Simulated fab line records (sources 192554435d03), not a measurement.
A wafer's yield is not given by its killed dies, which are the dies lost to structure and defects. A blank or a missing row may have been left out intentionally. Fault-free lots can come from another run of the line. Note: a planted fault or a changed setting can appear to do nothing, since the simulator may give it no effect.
Which tool did it? ; flow n5-finfet ; 11 lots, 32 wafers sampled, at 5 steps of a route of 1938

== WHAT EACH GAUGE READ, for each wafer ==
N5_BEOL_M13_OVL_MEAS_11.
lot;measured;on;V12_OVL (nm)
L363;day 10 21:38;overlay-02;6 3 11
L364;day 11 05:07;overlay-01;11 8 10
L365;day 11 14:53;overlay-02;0 3 -1
L369;day 12 11:02;overlay-01;-1 -5 -5
L371;day 12 18:33;overlay-02;0 2 -7
L370;day 13 05:12;overlay-01;8 16 7
L375;day 14 09:25;overlay-02;69 66 75
L376;day 14 20:43;overlay-01;77 63
L378;day 15 08:07;overlay-02;4 -5 3
L380;day 15 15:28;overlay-01;3 -1 -1
L381;day 15 20:58;overlay-01;-3 2 -7

N5_BEOL_M13_INSPECT_12: inspects for defects (macro).
lot;measured;on;raw-defect-count
L363;day 10 21:40;defect-inspect-02;0 3 5
L364;day 11 05:08;defect-inspect-01;1 1 1
L365;day 11 14:55;defect-inspect-02;1 1 5
L369;day 12 11:04;defect-inspect-02;0 1 1
L371;day 12 18:34;defect-inspect-01;2 0 2
L370;day 13 05:13;defect-inspect-02;4 2 2
L375;day 14 09:26;defect-inspect-02;4 2 2
L376;day 14 20:44;defect-inspect-02;1 0
L378;day 15 08:08;defect-inspect-01;4 3 2
L380;day 15 15:29;defect-inspect-01;1 2 3
L381;day 15 20:59;defect-inspect-02;5 2 2

== EACH LOT AND THE TOOL THAT RAN IT (in order: tool; ch and the chambers of the sampled wafers; start) ==
lot;N5_BEOL_M12_ETCH_38;N5_BEOL_M13_ILD_DEP_00;N5_BEOL_M13_EXPOSE_07
L363;rie-diel-03 ch 0,1,2, day 10 19:15;pecvd-02 ch 0,1,2, day 10 21:09;krf-scanner-01 ch 0, day 10 21:27
L364;rie-diel-03 ch 0,1,2, day 11 02:38;pecvd-03 ch 1,2, day 11 04:34;krf-scanner-02 ch 0, day 11 04:55
L365;rie-diel-02 ch 0,3, day 11 12:29;pecvd-03 ch 0,1,2, day 11 14:17;krf-scanner-01 ch 0, day 11 14:41
L369;rie-diel-04 ch 1,2, day 12 07:29;pecvd-03 ch 0,1, day 12 10:26;krf-scanner-02 ch 0, day 12 10:50
L371;rie-diel-03 ch 0,1,2, day 12 16:17;pecvd-03 ch 0,1,2, day 12 17:56;krf-scanner-01 ch 0, day 12 18:21
L370;rie-diel-02 ch 0,2,3, day 13 02:44;pecvd-03 ch 0,1, day 13 04:35;krf-scanner-02 ch 0, day 13 05:00
L375;rie-diel-02 ch 1,2,3, day 14 06:44;pecvd-01 ch 0,2, day 14 08:56;krf-scanner-01 ch 0, day 14 09:13
L376;rie-diel-02 ch 0,1, day 14 18:40;pecvd-03 ch 0,2, day 14 20:10;krf-scanner-01 ch 0, day 14 20:31
L378;rie-diel-03 ch 1,3, day 15 05:28;pecvd-01 ch 0,1, day 15 07:26;krf-scanner-02 ch 0, day 15 07:54
L380;rie-diel-02 ch 2,3, day 15 13:20;pecvd-02 ch 0,1, day 15 14:59;krf-scanner-02 ch 0, day 15 15:16
L381;rie-diel-02 ch 0,2,3, day 15 18:33;pecvd-02 ch 0,2, day 15 20:21;krf-scanner-02 ch 0, day 15 20:46
- N5_BEOL_M12_ETCH_38: etches SiCN in CF4/N2, target depth 68.7 nm, time 73.4 s.
- N5_BEOL_M13_ILD_DEP_00: deposits SiOC from DEMS/O2, target thk 837.92 nm, time 166.4 s.
- N5_BEOL_M13_EXPOSE_07: exposes mask V12.

== WHAT THE TOOLS THEMSELVES READ (means of the sampled wafers that have a number; where no wafer has one, the mark that the record gives instead) ==
N5_BEOL_M12_ETCH_38.
lot;tool;cf4-flow-sccm (sccm);drypump-motor-current-A (A);oes-product-au (a.u.);rf-vpp-V (V);showerhead-plenum-p-Torr (Torr);throttle-valve-pct (%)
L363;rie-diel-03;59.90;5.4;0.76;382.0;2.20;15.28
L364;rie-diel-03;60.08;5.5;0.77;381.8;2.20;15.28
L365;rie-diel-02;60.01;5.4;0.70;380.5;2.12;15.41
L369;rie-diel-04;59.95;5.8;0.94;384.8;2.28;15.14
L371;rie-diel-03;60.02;5.4;0.76;382.6;2.20;15.30
L370;rie-diel-02;59.96;5.4;0.78;381.1;2.17;15.44
L375;rie-diel-02;60.03;5.7;0.85;383.3;2.23;15.34
L376;rie-diel-02;59.97;5.8;0.92;385.1;2.30;14.99
L378;rie-diel-03;60.20;5.6;0.83;385.2;2.29;15.32
L380;rie-diel-02;60.05;5.5;0.76;382.2;2.20;15.52
L381;rie-diel-02;60.07;5.4;0.83;384.1;2.25;15.30

N5_BEOL_M13_ILD_DEP_00.
lot;tool;heater-power-w (W);showerhead-plenum-p-Torr (Torr);showerhead-vpp-V (V);throttle-valve-pct (%)
L363;pecvd-02;464;5.694;1346;11.5
L364;pecvd-03;423;5.697;1341;12.7
L365;pecvd-03;436;5.693;1333;12.1
L369;pecvd-03;423;5.691;1319;11.9
L371;pecvd-03;440;5.687;1338;12.1
L370;pecvd-03;475;5.685;1336;12.2
L375;pecvd-01;502;5.708;1451;11.3
L376;pecvd-03;409;5.703;1316;11.9
L378;pecvd-01;542;5.711;1378;11.9
L380;pecvd-02;476;5.697;1418;11.6
L381;pecvd-02;467;5.697;1292;11.7

== THE ANSWER, worked out from the rows above alone ==
Rule: usual is defined by the lots themselves. Put in order of their means at a reading, lots are off if they are a third of the lots or fewer, leave a main group of 4 or more, and stand apart from it by a gap of 3 or more times the standard deviation of the main group's means; of several such gaps the widest counts. Not used: any main group whose means are identical at the precision the tables above print for the reading. Also off: a lot with no number at a reading for which 4 or more lots have one. The other lots that the step has rows for count as sound. The gauges are gone through in route order, then the tools' own readings, and for those a lot's mean is taken as printed above. At the first step where some lot is off, the reading lying furthest off is the one used; lots without a number count as furthest.
Off: at N5_BEOL_M13_OVL_MEAS_11 (V12_OVL), L375, L376. For the main group the mean is 2 nm and the standard deviation 5.
If a tool, at a process step before that reading, ran all the lots that are off and no sound lot after the first of them, it fits. Gauges at N5_BEOL_M13_OVL_MEAS_11: tried the same way as those tools. One fits: N5_BEOL_M13_EXPOSE_07 on krf-scanner-01. Its last sound lot is L371 (day 12 18:21), its first lot that is off L375 (day 14 09:13): a fault that began between those two fits.

== WHAT THE SIMULATOR HAD INSERTED ==
Scanner matching overlay: krf-scanner-01, from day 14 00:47 on, at N5_BEOL_M13_EXPOSE_07. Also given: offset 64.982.
Struck lots among those shown: L375, L376. This agrees with what the rule above found.
